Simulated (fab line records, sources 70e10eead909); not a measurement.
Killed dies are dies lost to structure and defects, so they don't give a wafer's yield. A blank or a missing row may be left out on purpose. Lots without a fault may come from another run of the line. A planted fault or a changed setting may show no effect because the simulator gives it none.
Chamber matching | flow nand_harc | NHARC_A_STAIRCASE_DESCUM_219 on rie_diel-01: 4 sister chambers
The step chemistry O2, time 3 s. 4 wafers are shown with their chamber, then 10 later ones without.

WAFERS WITH THEIR CHAMBER
wafer  | chamber | drypump_motor_current_A (A)
L087.1 | 3       | 6.6
L087.3 | 0       | 5.8
L091.4 | 1       | 5.0
L091.5 | 2       | 5.2

WAFERS WITHOUT THEIR CHAMBER
wafer  | drypump_motor_current_A (A)
L091.6 | 5.0
L089.3 | 6.6
L089.5 | 5.0
L089.6 | 5.2
L094.1 | 5.8
L094.3 | 6.6
L094.6 | 5.2
L096.1 | 6.6
L096.2 | 5.9
L096.3 | 5.1

WHICH CHAMBER EACH WENT THROUGH
wafer  | from the rows above     | in truth
L091.6 | 1                       | 1
L089.3 | 3                       | 3
L089.5 | 1                       | 1
L089.6 | 2                       | 2
L094.1 | 0                       | 0
L094.3 | 3                       | 3
L094.6 | 2                       | 2
L096.1 | 3                       | 3
L096.2 | 0                       | 0
L096.3 | can't be placed: 1 or 2 | 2
Placed correctly: 9 of 10. Can't be placed from these rows: 1 (the true chamber is among the candidates in 1). Placed wrongly: 0.
How it was worked out, from the rows above alone: a wafer's distance from a chamber is the root of the sum, over the readings, of the square of ((its reading less the chamber's mean) divided by the reading's scatter). The wafer belongs to the nearest chamber; if the next one is less than 2 further off, it can't be placed. A chamber's mean is the mean of its shown wafers. The scatter: with one shown wafer a chamber, the root of the mean of the squares of how far each hidden wafer lies from its nearest shown one.
